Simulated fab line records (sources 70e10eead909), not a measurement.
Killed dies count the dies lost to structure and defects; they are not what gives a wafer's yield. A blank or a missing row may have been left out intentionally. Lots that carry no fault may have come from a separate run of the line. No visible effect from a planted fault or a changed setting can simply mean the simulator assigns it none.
fab line records || flow nand_harc || part 2 of 2: steps 29 to 36 of 36
record {"lots": 5, "wafers": 15, "last_day": 24}
route steps=1159 shown A_BONDPAD@1084 HYBRID_BOND@1094 THIN_TSV@1101
lots with no fault: from the same line, run without faults
start_h: start of the lot's first displayed wafer, in hours after the record's first day || wait_h: how many hours have passed since the lot's step before this one || " unchanged from the row above || L1.1+2: a row that stands for several wafers || - no value, or no start given || * or withheld: withheld || < > ~ a bound
route shown NAME@n: NAME is a module with steps in the file, n the number in the route of the first one || usual: average and standard deviation across the fault-free wafers || same: alike in all rows || chamber/n: place in a boat || sites: readings site by site || _std_site: how widely they spread, as a standard deviation || _edge_site: mean of outer sites minus mean of inner sites || radius_mm: for every site, how far away it sits from the centre of the wafer || mask NAME#n: copy n || behind: the last tool/chamber to shape the wafer || hold: the reason the lot was held/the length of the hold in hours/how it ended || device: whichever transistor did not switch (one of n, p or np) || end of line: tests of these same wafers at the route's end || a step given without rows: its recipe and nothing more || killed: dies lost to structure and defects at the first sort, not the wafer's yield || map: shows each die of a wafer: x if killed, . if not, _ if none is there
set.NAME: the setting as run; set.NAME@STEP: as run at that earlier step || model.NAME: the simulator's own value behind a step, which no gauge read
certain route steps with their lots: each step a table, each wafer a row
services: from which hour (start_h, from the record's first day; less than 0 if before it) a tool's chamber was out of use, for how many hours, and why
## steps
# step NHARC_THIN_TSV_PEB_10
# recipe {"peb_temp_c": 118, "peb_time_s": 85}
# usual {"exhaust_pa": "45.3/0.82", "heater_power_total_W": "164.00/0.28"}
# same {"peb_time_s": 85}
{"lot.wafer": "L078.1", "tool": "litho_track-03", "chamber": 0, "start_h": 432.58, "wait_h": 0.1, "exhaust_pa": 44.0, "heater_power_total_W": 164.07}
{"lot.wafer": "L078.3", "tool": "litho_track-03", "chamber": 0, "start_h": 432.58, "wait_h": 0.1, "exhaust_pa": 44.8, "heater_power_total_W": 163.60}
{"lot.wafer": "L078.6", "tool": "litho_track-03", "chamber": 0, "start_h": 432.58, "wait_h": 0.1, "exhaust_pa": 45.7, "heater_power_total_W": 164.32}
{"lot.wafer": "L080.2", "tool": "litho_track-05", "chamber": 0, "start_h": 462.73, "wait_h": 0.1, "exhaust_pa": 46.6, "heater_power_total_W": 164.17}
{"lot.wafer": "L080.4", "tool": "litho_track-05", "chamber": 0, "start_h": 462.73, "wait_h": 0.1, "exhaust_pa": 45.6, "heater_power_total_W": 164.29}
{"lot.wafer": "L080.6", "tool": "litho_track-05", "chamber": 0, "start_h": 462.73, "wait_h": 0.1, "exhaust_pa": 45.1, "heater_power_total_W": 163.94}
{"lot.wafer": "L083.1", "tool": "litho_track-03", "chamber": 0, "start_h": 477.59, "wait_h": 0.1, "exhaust_pa": 44.6, "heater_power_total_W": 163.70}
{"lot.wafer": "L083.3", "tool": "litho_track-03", "chamber": 0, "start_h": 477.59, "wait_h": 0.1, "exhaust_pa": 45.7, "heater_power_total_W": 164.40}
{"lot.wafer": "L083.5", "tool": "litho_track-03", "chamber": 0, "start_h": 477.59, "wait_h": 0.1, "exhaust_pa": 46.4, "heater_power_total_W": 163.76}
{"lot.wafer": "L090.1", "tool": "litho_track-05", "chamber": 0, "start_h": 520.33, "wait_h": 0.1, "exhaust_pa": 44.6, "heater_power_total_W": 163.65}
{"lot.wafer": "L090.2", "tool": "litho_track-05", "chamber": 0, "start_h": 520.33, "wait_h": 0.1, "exhaust_pa": 45.1, "heater_power_total_W": 164.15}
{"lot.wafer": "L090.5", "tool": "litho_track-05", "chamber": 0, "start_h": 520.33, "wait_h": 0.1, "exhaust_pa": 44.4, "heater_power_total_W": 164.40}
{"lot.wafer": "L094.2", "tool": "litho_track-02", "chamber": 0, "start_h": 542.55, "wait_h": 0.1, "exhaust_pa": 45.1, "heater_power_total_W": 164.34}
{"lot.wafer": "L094.3", "tool": "litho_track-02", "chamber": 0, "start_h": 542.55, "wait_h": 0.1, "exhaust_pa": 45.6, "heater_power_total_W": 164.23}
{"lot.wafer": "L094.5", "tool": "litho_track-02", "chamber": 0, "start_h": 542.55, "wait_h": 0.1, "exhaust_pa": 46.0, "heater_power_total_W": 163.86}
# step NHARC_THIN_TSV_DEVELOP_11
# recipe {"time_s": 70}
# usual {"exhaust_pa": "44.8/0.87"}
{"lot.wafer": "L078.1", "tool": "litho_track-03", "chamber": 0, "start_h": "-", "wait_h": "-", "exhaust_pa": 43.9}
{"lot.wafer": "L078.3", "tool": "litho_track-03", "chamber": 0, "start_h": "-", "wait_h": "-", "exhaust_pa": 42.8}
{"lot.wafer": "L078.6", "tool": "litho_track-03", "chamber": 0, "start_h": "-", "wait_h": "-", "exhaust_pa": 44.2}
{"lot.wafer": "L080.2", "tool": "litho_track-05", "chamber": 0, "start_h": "-", "wait_h": "-", "exhaust_pa": 44.1}
{"lot.wafer": "L080.4", "tool": "litho_track-05", "chamber": 0, "start_h": "-", "wait_h": "-", "exhaust_pa": 43.6}
{"lot.wafer": "L080.6", "tool": "litho_track-05", "chamber": 0, "start_h": "-", "wait_h": "-", "exhaust_pa": 44.7}
{"lot.wafer": "L083.1", "tool": "litho_track-03", "chamber": 0, "start_h": "-", "wait_h": "-", "exhaust_pa": 45.8}
{"lot.wafer": "L083.3", "tool": "litho_track-03", "chamber": 0, "start_h": "-", "wait_h": "-", "exhaust_pa": 45.4}
{"lot.wafer": "L083.5", "tool": "litho_track-03", "chamber": 0, "start_h": "-", "wait_h": "-", "exhaust_pa": 45.6}
{"lot.wafer": "L090.1", "tool": "litho_track-05", "chamber": 0, "start_h": "-", "wait_h": "-", "exhaust_pa": 45.1}
{"lot.wafer": "L090.2", "tool": "litho_track-05", "chamber": 0, "start_h": "-", "wait_h": "-", "exhaust_pa": 44.1}
{"lot.wafer": "L090.5", "tool": "litho_track-05", "chamber": 0, "start_h": "-", "wait_h": "-", "exhaust_pa": 45.3}
{"lot.wafer": "L094.2", "tool": "litho_track-02", "chamber": 0, "start_h": "-", "wait_h": "-", "exhaust_pa": 44.0}
{"lot.wafer": "L094.3", "tool": "litho_track-02", "chamber": 0, "start_h": "-", "wait_h": "-", "exhaust_pa": 45.1}
{"lot.wafer": "L094.5", "tool": "litho_track-02", "chamber": 0, "start_h": "-", "wait_h": "-", "exhaust_pa": 44.8}
# step NHARC_THIN_TSV_CD_MEAS_12
# recipe {"target_cd_nm": 1000, "landing_energy_ev": 500}
# usual {"cd_nm": "1000.7/1.6"}
{"lot.wafer": "L078.1", "tool": "cd_sem-02", "chamber": 0, "start_h": 432.67, "wait_h": "-", "cd_nm": 998.7}
{"lot.wafer": "L078.3", "tool": "cd_sem-02", "chamber": 0, "start_h": 432.67, "wait_h": "-", "cd_nm": 1000.7}
{"lot.wafer": "L078.6", "tool": "cd_sem-02", "chamber": 0, "start_h": 432.67, "wait_h": "-", "cd_nm": 999.6}
{"lot.wafer": "L080.2", "tool": "cd_sem-01", "chamber": 0, "start_h": 462.82, "wait_h": "-", "cd_nm": 998.0}
{"lot.wafer": "L080.4", "tool": "cd_sem-01", "chamber": 0, "start_h": 462.82, "wait_h": "-", "cd_nm": 1001.2}
{"lot.wafer": "L080.6", "tool": "cd_sem-01", "chamber": 0, "start_h": 462.82, "wait_h": "-", "cd_nm": 998.8}
{"lot.wafer": "L083.1", "tool": "cd_sem-02", "chamber": 0, "start_h": 477.69, "wait_h": "-", "cd_nm": 1002.1}
{"lot.wafer": "L083.3", "tool": "cd_sem-02", "chamber": 0, "start_h": 477.69, "wait_h": "-", "cd_nm": 999.5}
{"lot.wafer": "L083.5", "tool": "cd_sem-02", "chamber": 0, "start_h": 477.69, "wait_h": "-", "cd_nm": 1000.2}
{"lot.wafer": "L090.1", "tool": "cd_sem-03", "chamber": 0, "start_h": 520.42, "wait_h": "-", "cd_nm": 997.3}
{"lot.wafer": "L090.2", "tool": "cd_sem-03", "chamber": 0, "start_h": 520.42, "wait_h": "-", "cd_nm": 1000.1}
{"lot.wafer": "L090.5", "tool": "cd_sem-03", "chamber": 0, "start_h": 520.42, "wait_h": "-", "cd_nm": 997.9}
{"lot.wafer": "L094.2", "tool": "cd_sem-03", "chamber": 0, "start_h": 542.65, "wait_h": "-", "cd_nm": 1000.6}
{"lot.wafer": "L094.3", "tool": "cd_sem-03", "chamber": 0, "start_h": 542.65, "wait_h": "-", "cd_nm": 997.9}
{"lot.wafer": "L094.5", "tool": "cd_sem-03", "chamber": 0, "start_h": 542.65, "wait_h": "-", "cd_nm": 998.6}
# step NHARC_THIN_TSV_HARDBAKE_13
# recipe {"temp_c": 125, "time_s": 80}
# usual {"exhaust_pa": "45.0/0.84", "heater_power_total_W": "184.0/0.73"}
{"lot.wafer": "L078.1", "tool": "litho_track-02", "chamber": 0, "start_h": 432.75, "wait_h": "-", "exhaust_pa": 44.6, "heater_power_total_W": 183.2}
{"lot.wafer": "L078.3", "tool": "litho_track-02", "chamber": 0, "start_h": 432.75, "wait_h": "-", "exhaust_pa": 45.5, "heater_power_total_W": 184.1}
{"lot.wafer": "L078.6", "tool": "litho_track-02", "chamber": 0, "start_h": 432.75, "wait_h": "-", "exhaust_pa": 44.6, "heater_power_total_W": 185.0}
{"lot.wafer": "L080.2", "tool": "litho_track-03", "chamber": 0, "start_h": 462.90, "wait_h": "-", "exhaust_pa": 44.7, "heater_power_total_W": 184.8}
{"lot.wafer": "L080.4", "tool": "litho_track-03", "chamber": 0, "start_h": 462.90, "wait_h": "-", "exhaust_pa": 45.1, "heater_power_total_W": 183.7}
{"lot.wafer": "L080.6", "tool": "litho_track-03", "chamber": 0, "start_h": 462.90, "wait_h": "-", "exhaust_pa": 45.8, "heater_power_total_W": 184.1}
{"lot.wafer": "L083.1", "tool": "litho_track-05", "chamber": 0, "start_h": 477.76, "wait_h": "-", "exhaust_pa": 45.6, "heater_power_total_W": 184.9}
{"lot.wafer": "L083.3", "tool": "litho_track-05", "chamber": 0, "start_h": 477.76, "wait_h": "-", "exhaust_pa": 44.5, "heater_power_total_W": 183.4}
{"lot.wafer": "L083.5", "tool": "litho_track-05", "chamber": 0, "start_h": 477.76, "wait_h": "-", "exhaust_pa": 44.1, "heater_power_total_W": 184.1}
{"lot.wafer": "L090.1", "tool": "litho_track-05", "chamber": 0, "start_h": 520.49, "wait_h": "-", "exhaust_pa": 45.3, "heater_power_total_W": 184.6}
{"lot.wafer": "L090.2", "tool": "litho_track-05", "chamber": 0, "start_h": 520.49, "wait_h": "-", "exhaust_pa": 44.3, "heater_power_total_W": 185.0}
{"lot.wafer": "L090.5", "tool": "litho_track-05", "chamber": 0, "start_h": 520.49, "wait_h": "-", "exhaust_pa": 45.3, "heater_power_total_W": 185.1}
{"lot.wafer": "L094.2", "tool": "litho_track-03", "chamber": 0, "start_h": 542.73, "wait_h": "-", "exhaust_pa": 45.1, "heater_power_total_W": 184.8}
{"lot.wafer": "L094.3", "tool": "litho_track-03", "chamber": 0, "start_h": 542.73, "wait_h": "-", "exhaust_pa": 45.0, "heater_power_total_W": 184.8}
{"lot.wafer": "L094.5", "tool": "litho_track-03", "chamber": 0, "start_h": 542.73, "wait_h": "-", "exhaust_pa": 46.2, "heater_power_total_W": 184.6}
# step NHARC_THIN_TSV_DESCUM_14
# recipe {"time_s": 3, "o2_flow_sccm": 200, "ar_flow_sccm": 0, "bias_power_w": 0, "chemistry": "O2"}
# usual {"drypump_motor_current_A": "5.6/0.37", "oes_product_au": "1.000/0.01", "rf_vpp_V": "57.7/0.88", "showerhead_plenum_p_Torr": "1.89/0.07", "throttle_valve_pct": "11.310/0.0092"}
{"lot.wafer": "L078.1", "tool": "rie_diel-12", "chamber": 3, "start_h": 432.83, "wait_h": "-", "drypump_motor_current_A": 6.0, "oes_product_au": 0.992, "rf_hours_counter_h": 4, "rf_vpp_V": 57.1, "showerhead_plenum_p_Torr": 1.86, "throttle_valve_pct": 11.313}
{"lot.wafer": "L078.3", "tool": "rie_diel-12", "chamber": 1, "start_h": 432.83, "wait_h": "-", "drypump_motor_current_A": 5.2, "oes_product_au": 0.986, "rf_hours_counter_h": 4, "rf_vpp_V": 56.5, "showerhead_plenum_p_Torr": 1.89, "throttle_valve_pct": 11.333}
{"lot.wafer": "L078.6", "tool": "rie_diel-12", "chamber": 3, "start_h": 432.83, "wait_h": "-", "drypump_motor_current_A": 6.0, "oes_product_au": 0.987, "rf_hours_counter_h": "-", "rf_vpp_V": 56.7, "showerhead_plenum_p_Torr": 1.86, "throttle_valve_pct": 11.308}
{"lot.wafer": "L080.4", "tool": "rie_diel-12", "chamber": 2, "start_h": 462.98, "wait_h": "-", "drypump_motor_current_A": 5.2, "oes_product_au": 0.983, "rf_hours_counter_h": 7, "rf_vpp_V": 57.8, "showerhead_plenum_p_Torr": 1.98, "throttle_valve_pct": 11.300}
{"lot.wafer": "L080.2", "tool": "rie_diel-12", "chamber": 0, "start_h": 462.98, "wait_h": "-", "drypump_motor_current_A": 5.9, "oes_product_au": 0.983, "rf_hours_counter_h": 7, "rf_vpp_V": 57.9, "showerhead_plenum_p_Torr": 1.78, "throttle_valve_pct": 11.302}
{"lot.wafer": "L080.6", "tool": "rie_diel-12", "chamber": 2, "start_h": 462.98, "wait_h": "-", "drypump_motor_current_A": 5.2, "oes_product_au": 0.996, "rf_hours_counter_h": "-", "rf_vpp_V": 57.6, "showerhead_plenum_p_Torr": 1.98, "throttle_valve_pct": 11.315}
{"lot.wafer": "L083.1", "tool": "rie_diel-01", "chamber": 3, "start_h": 477.85, "wait_h": "-", "drypump_motor_current_A": 6.0, "oes_product_au": 1.015, "rf_hours_counter_h": 12, "rf_vpp_V": 58.6, "showerhead_plenum_p_Torr": 1.85, "throttle_valve_pct": 11.306}
{"lot.wafer": "L083.3", "tool": "rie_diel-01", "chamber": 0, "start_h": 477.85, "wait_h": "-", "drypump_motor_current_A": 5.9, "oes_product_au": 0.993, "rf_hours_counter_h": 11, "rf_vpp_V": 56.3, "showerhead_plenum_p_Torr": 1.86, "throttle_valve_pct": 11.306}
{"lot.wafer": "L083.5", "tool": "rie_diel-01", "chamber": 2, "start_h": 477.85, "wait_h": "-", "drypump_motor_current_A": 5.6, "oes_product_au": 0.989, "rf_hours_counter_h": "-", "rf_vpp_V": 59.3, "showerhead_plenum_p_Torr": 1.92, "throttle_valve_pct": 11.313}
{"lot.wafer": "L090.2", "tool": "rie_diel-01", "chamber": 0, "start_h": 520.58, "wait_h": "-", "drypump_motor_current_A": 5.9, "oes_product_au": 0.995, "rf_hours_counter_h": 1, "rf_vpp_V": 57.8, "showerhead_plenum_p_Torr": 1.86, "throttle_valve_pct": 11.313}
{"lot.wafer": "L090.1", "tool": "rie_diel-01", "chamber": 2, "start_h": 520.58, "wait_h": "-", "drypump_motor_current_A": 5.6, "oes_product_au": 1.001, "rf_hours_counter_h": 1, "rf_vpp_V": 57.5, "showerhead_plenum_p_Torr": 1.92, "throttle_valve_pct": 11.309}
{"lot.wafer": "L090.5", "tool": "rie_diel-01", "chamber": 0, "start_h": 520.58, "wait_h": "-", "drypump_motor_current_A": 5.9, "oes_product_au": 0.995, "rf_hours_counter_h": "-", "rf_vpp_V": 57.6, "showerhead_plenum_p_Torr": 1.86, "throttle_valve_pct": 11.317}
{"lot.wafer": "L094.3", "tool": "rie_diel-12", "chamber": 2, "start_h": 542.82, "wait_h": "-", "drypump_motor_current_A": 5.2, "oes_product_au": 1.007, "rf_hours_counter_h": 16, "rf_vpp_V": 57.5, "showerhead_plenum_p_Torr": 1.97, "throttle_valve_pct": 11.303}
{"lot.wafer": "L094.2", "tool": "rie_diel-12", "chamber": 3, "start_h": 542.82, "wait_h": "-", "drypump_motor_current_A": 6.0, "oes_product_au": 0.978, "rf_hours_counter_h": 16, "rf_vpp_V": 55.9, "showerhead_plenum_p_Torr": 1.86, "throttle_valve_pct": 11.307}
{"lot.wafer": "L094.5", "tool": "rie_diel-12", "chamber": 0, "start_h": 542.82, "wait_h": "-", "drypump_motor_current_A": 5.9, "oes_product_au": 1.000, "rf_hours_counter_h": "-", "rf_vpp_V": 57.5, "showerhead_plenum_p_Torr": 1.78, "throttle_valve_pct": 11.325}
# step NHARC_THIN_TSV_ETCH_44
# recipe {"target_depth_a": 15942, "time_s": 797.1, "cf4_flow_sccm": 150, "o2_flow_sccm": 10, "ar_flow_sccm": 0, "rf_w": 300, "bias_w": 800, "chemistry": "CF4/O2"}
# usual {"drypump_motor_current_A": "5.6/0.37", "oes_product_au": "0.999/0.011", "rf_vpp_V": "793/3.9", "showerhead_plenum_p_Torr": "1.81/0.06", "throttle_valve_pct": "16.914/0.0095"}
{"lot.wafer": "L078.1", "tool": "rie_diel-12", "chamber": 1, "start_h": 432.91, "wait_h": 0.1, "drypump_motor_current_A": 5.2, "oes_product_au": 0.992, "rf_hours_counter_h": 4, "rf_vpp_V": 793, "showerhead_plenum_p_Torr": 1.82, "throttle_valve_pct": 16.905}
{"lot.wafer": "L078.3", "tool": "rie_diel-12", "chamber": 2, "start_h": 432.91, "wait_h": 0.1, "drypump_motor_current_A": 5.2, "oes_product_au": 0.991, "rf_hours_counter_h": 4, "rf_vpp_V": 798, "showerhead_plenum_p_Torr": 1.89, "throttle_valve_pct": 16.913}
{"lot.wafer": "L078.6", "tool": "rie_diel-12", "chamber": 2, "start_h": 432.91, "wait_h": 0.1, "drypump_motor_current_A": 5.2, "oes_product_au": 0.995, "rf_hours_counter_h": "-", "rf_vpp_V": 798, "showerhead_plenum_p_Torr": 1.89, "throttle_valve_pct": 16.916}
{"lot.wafer": "L080.4", "tool": "rie_diel-12", "chamber": 0, "start_h": 463.29, "wait_h": 0.3, "drypump_motor_current_A": 6.0, "oes_product_au": 0.973, "rf_hours_counter_h": 7, "rf_vpp_V": 788, "showerhead_plenum_p_Torr": 1.71, "throttle_valve_pct": 16.891}
{"lot.wafer": "L080.2", "tool": "rie_diel-12", "chamber": 2, "start_h": 463.29, "wait_h": 0.3, "drypump_motor_current_A": 5.2, "oes_product_au": 1.000, "rf_hours_counter_h": 7, "rf_vpp_V": 797, "showerhead_plenum_p_Torr": 1.89, "throttle_valve_pct": 16.929}
{"lot.wafer": "L080.6", "tool": "rie_diel-12", "chamber": 0, "start_h": 463.29, "wait_h": 0.3, "drypump_motor_current_A": 6.0, "oes_product_au": 0.976, "rf_hours_counter_h": "-", "rf_vpp_V": 787, "showerhead_plenum_p_Torr": 1.71, "throttle_valve_pct": 16.918}
{"lot.wafer": "L083.1", "tool": "rie_diel-01", "chamber": 0, "start_h": 477.99, "wait_h": 0.1, "drypump_motor_current_A": 5.9, "oes_product_au": 0.985, "rf_hours_counter_h": 11, "rf_vpp_V": 791, "showerhead_plenum_p_Torr": 1.78, "throttle_valve_pct": 16.922}
{"lot.wafer": "L083.3", "tool": "rie_diel-01", "chamber": 2, "start_h": 477.99, "wait_h": 0.1, "drypump_motor_current_A": 5.6, "oes_product_au": 0.987, "rf_hours_counter_h": 11, "rf_vpp_V": 795, "showerhead_plenum_p_Torr": 1.84, "throttle_valve_pct": 16.907}
{"lot.wafer": "L083.5", "tool": "rie_diel-01", "chamber": 0, "start_h": 477.99, "wait_h": 0.1, "drypump_motor_current_A": 5.9, "oes_product_au": 0.985, "rf_hours_counter_h": "-", "rf_vpp_V": 791, "showerhead_plenum_p_Torr": 1.78, "throttle_valve_pct": 16.910}
{"lot.wafer": "L090.1", "tool": "rie_diel-01", "chamber": 3, "start_h": 520.66, "wait_h": 0.1, "drypump_motor_current_A": 6.0, "oes_product_au": 1.001, "rf_hours_counter_h": 1, "rf_vpp_V": 792, "showerhead_plenum_p_Torr": 1.78, "throttle_valve_pct": 16.917}
{"lot.wafer": "L090.2", "tool": "rie_diel-01", "chamber": 1, "start_h": 520.66, "wait_h": 0.1, "drypump_motor_current_A": 5.3, "oes_product_au": 1.013, "rf_hours_counter_h": 2, "rf_vpp_V": 801, "showerhead_plenum_p_Torr": 1.94, "throttle_valve_pct": 16.931}
{"lot.wafer": "L090.5", "tool": "rie_diel-01", "chamber": 3, "start_h": 520.66, "wait_h": 0.1, "drypump_motor_current_A": 6.0, "oes_product_au": 1.007, "rf_hours_counter_h": "-", "rf_vpp_V": 791, "showerhead_plenum_p_Torr": 1.78, "throttle_valve_pct": 16.902}
{"lot.wafer": "L094.3", "tool": "rie_diel-12", "chamber": 1, "start_h": 543.00, "wait_h": 0.2, "drypump_motor_current_A": 5.3, "oes_product_au": 1.003, "rf_hours_counter_h": 14, "rf_vpp_V": 792, "showerhead_plenum_p_Torr": 1.81, "throttle_valve_pct": 16.912}
{"lot.wafer": "L094.2", "tool": "rie_diel-12", "chamber": 2, "start_h": 543.00, "wait_h": 0.2, "drypump_motor_current_A": 5.2, "oes_product_au": 1.011, "rf_hours_counter_h": 16, "rf_vpp_V": 798, "showerhead_plenum_p_Torr": 1.89, "throttle_valve_pct": 16.904}
{"lot.wafer": "L094.5", "tool": "rie_diel-12", "chamber": 3, "start_h": 543.00, "wait_h": 0.2, "drypump_motor_current_A": 5.9, "oes_product_au": 0.981, "rf_hours_counter_h": "-", "rf_vpp_V": 790, "showerhead_plenum_p_Torr": 1.78, "throttle_valve_pct": 16.912}
# step NHARC_THIN_TSV_ETCH_15
# recipe {"target_depth_a": 30000, "bosch_target_overetch_cycles": 2, "bosch_etch_step_s": 2.8, "bosch_dep_step_s": 1.2, "bosch_cycles": 14}
# usual {"drypump_motor_current_A": "5.8/0.38"}
{"lot.wafer": "L078.1", "tool": "rie_si-05", "chamber": 1, "start_h": 433.50, "wait_h": "-", "drypump_motor_current_A": 5.5, "rf_hours_counter_h": 0.1}
{"lot.wafer": "L078.3", "tool": "rie_si-05", "chamber": 2, "start_h": 433.50, "wait_h": "-", "drypump_motor_current_A": 5.7, "rf_hours_counter_h": 0.1}
{"lot.wafer": "L078.6", "tool": "rie_si-05", "chamber": 2, "start_h": 433.50, "wait_h": "-", "drypump_motor_current_A": 5.7, "rf_hours_counter_h": "-"}
{"lot.wafer": "L080.4", "tool": "rie_si-05", "chamber": 0, "start_h": 463.83, "wait_h": "-", "drypump_motor_current_A": 5.8, "rf_hours_counter_h": 0.4}
{"lot.wafer": "L080.2", "tool": "rie_si-05", "chamber": 1, "start_h": 463.83, "wait_h": "-", "drypump_motor_current_A": 5.5, "rf_hours_counter_h": 0.5}
{"lot.wafer": "L080.6", "tool": "rie_si-05", "chamber": 3, "start_h": 463.83, "wait_h": "-", "drypump_motor_current_A": 6.2, "rf_hours_counter_h": "-"}
{"lot.wafer": "L083.3", "tool": "rie_si-06", "chamber": 0, "start_h": 478.51, "wait_h": "-", "drypump_motor_current_A": 5.3, "rf_hours_counter_h": 1.0}
{"lot.wafer": "L083.1", "tool": "rie_si-06", "chamber": 3, "start_h": 478.51, "wait_h": "-", "drypump_motor_current_A": 6.0, "rf_hours_counter_h": 0.4}
{"lot.wafer": "L083.5", "tool": "rie_si-06", "chamber": 1, "start_h": 478.51, "wait_h": "-", "drypump_motor_current_A": 6.5, "rf_hours_counter_h": "-"}
{"lot.wafer": "L090.1", "tool": "rie_si-06", "chamber": 3, "start_h": 521.23, "wait_h": "-", "drypump_motor_current_A": 6.0, "rf_hours_counter_h": 0.8}
{"lot.wafer": "L090.2", "tool": "rie_si-06", "chamber": 0, "start_h": 521.23, "wait_h": "-", "drypump_motor_current_A": 5.2, "rf_hours_counter_h": 1.4}
{"lot.wafer": "L090.5", "tool": "rie_si-06", "chamber": 0, "start_h": 521.23, "wait_h": "-", "drypump_motor_current_A": 5.2, "rf_hours_counter_h": "-"}
{"lot.wafer": "L094.3", "tool": "rie_si-05", "chamber": 1, "start_h": 543.49, "wait_h": "-", "drypump_motor_current_A": 5.5, "rf_hours_counter_h": 1.3}
{"lot.wafer": "L094.2", "tool": "rie_si-05", "chamber": 2, "start_h": 543.49, "wait_h": "-", "drypump_motor_current_A": 5.7, "rf_hours_counter_h": 1.4}
{"lot.wafer": "L094.5", "tool": "rie_si-05", "chamber": 3, "start_h": 543.49, "wait_h": "-", "drypump_motor_current_A": 6.1, "rf_hours_counter_h": "-"}
# step NHARC_THIN_TSV_CD_MEAS_16
# usual {"cd_nm": "1000.5/1.7"}
{"lot.wafer": "L078.1", "tool": "cd_sem-02", "chamber": "-", "start_h": 433.66, "wait_h": 0.1, "cd_nm": 998.9}
{"lot.wafer": "L078.3", "tool": "cd_sem-02", "chamber": "-", "start_h": 433.66, "wait_h": 0.1, "cd_nm": 1000.0}
{"lot.wafer": "L078.6", "tool": "cd_sem-02", "chamber": "-", "start_h": 433.66, "wait_h": 0.1, "cd_nm": 999.3}
{"lot.wafer": "L080.2", "tool": "cd_sem-02", "chamber": "-", "start_h": 463.95, "wait_h": 0.1, "cd_nm": 996.9}
{"lot.wafer": "L080.4", "tool": "cd_sem-02", "chamber": "-", "start_h": 463.95, "wait_h": 0.1, "cd_nm": 1000.9}
{"lot.wafer": "L080.6", "tool": "cd_sem-02", "chamber": "-", "start_h": 463.95, "wait_h": 0.1, "cd_nm": 998.4}
{"lot.wafer": "L083.1", "tool": "cd_sem-03", "chamber": "-", "start_h": 478.68, "wait_h": 0.1, "cd_nm": 1003.4}
{"lot.wafer": "L083.3", "tool": "cd_sem-03", "chamber": "-", "start_h": 478.68, "wait_h": 0.1, "cd_nm": 999.0}
{"lot.wafer": "L083.5", "tool": "cd_sem-03", "chamber": "-", "start_h": 478.68, "wait_h": 0.1, "cd_nm": 1001.6}
{"lot.wafer": "L090.1", "tool": "cd_sem-03", "chamber": "-", "start_h": 521.38, "wait_h": 0.1, "cd_nm": 997.8}
{"lot.wafer": "L090.2", "tool": "cd_sem-03", "chamber": "-", "start_h": 521.38, "wait_h": 0.1, "cd_nm": 1000.8}
{"lot.wafer": "L090.5", "tool": "cd_sem-03", "chamber": "-", "start_h": 521.38, "wait_h": 0.1, "cd_nm": 998.2}
{"lot.wafer": "L094.2", "tool": "cd_sem-02", "chamber": "-", "start_h": 543.61, "wait_h": 0.1, "cd_nm": 1000.3}
{"lot.wafer": "L094.3", "tool": "cd_sem-02", "chamber": "-", "start_h": 543.61, "wait_h": 0.1, "cd_nm": 999.3}
{"lot.wafer": "L094.5", "tool": "cd_sem-02", "chamber": "-", "start_h": 543.61, "wait_h": 0.1, "cd_nm": 999.8}
## services
{"tool": "pvd_sputter-02", "chamber": "-", "start_h": 392.01, "hours": 10.0, "kind": "pm"}
{"tool": "cmp-04", "chamber": "-", "start_h": 399.00, "hours": 4.0, "kind": "pm"}
{"tool": "wet_bench-08", "chamber": "-", "start_h": 406.41, "hours": 8.0, "kind": "pm"}
{"tool": "pvd_sputter-02", "chamber": "-", "start_h": 411.04, "hours": 2.2, "kind": "repair"}
{"tool": "litho_track-05", "chamber": "-", "start_h": 412.00, "hours": 7.0, "kind": "pm"}
{"tool": "rie_diel-04", "chamber": 2, "start_h": 413.84, "hours": 2.1, "kind": "repair"}
{"tool": "rie_si-05", "chamber": "-", "start_h": 416.00, "hours": 9.0, "kind": "pm"}
{"tool": "krf_scanner-01", "chamber": "-", "start_h": 420.84, "hours": 4.6, "kind": "repair"}
{"tool": "cmp-02", "chamber": "-", "start_h": 422.50, "hours": 4.0, "kind": "pm"}
{"tool": "wet_bench-10", "chamber": "-", "start_h": 423.20, "hours": 8.0, "kind": "pm"}
{"tool": "krf_scanner-01", "chamber": "-", "start_h": 431.06, "hours": 4.0, "kind": "pm"}
{"tool": "cmp-04", "chamber": "-", "start_h": 434.67, "hours": 1.1, "kind": "repair"}
{"tool": "rie_diel-04", "chamber": 3, "start_h": 436.30, "hours": 6.1, "kind": "repair"}
{"tool": "pvd_sputter-03", "chamber": "-", "start_h": 459.21, "hours": 10.0, "kind": "pm"}
{"tool": "rie_diel-04", "chamber": "-", "start_h": 466.02, "hours": 9.0, "kind": "pm"}
{"tool": "pvd_sputter-03", "chamber": "-", "start_h": 481.22, "hours": 5.5, "kind": "repair"}
{"tool": "rie_diel-04", "chamber": 0, "start_h": 490.97, "hours": 9.7, "kind": "repair"}
{"tool": "rie_diel-01", "chamber": "-", "start_h": 491.91, "hours": 9.0, "kind": "pm"}
{"tool": "rie_diel-12", "chamber": 1, "start_h": 496.25, "hours": 15.7, "kind": "repair"}
{"tool": "cmp-04", "chamber": "-", "start_h": 497.04, "hours": 4.0, "kind": "pm"}
{"tool": "grinder-01", "chamber": "-", "start_h": 509.69, "hours": 1.4, "kind": "repair"}
{"tool": "rie_diel-04", "chamber": 3, "start_h": 512.05, "hours": 7.0, "kind": "repair"}
{"tool": "litho_track-02", "chamber": "-", "start_h": 515.00, "hours": 7.0, "kind": "pm"}
{"tool": "cmp-04", "chamber": "-", "start_h": 540.52, "hours": 0.8, "kind": "repair"}
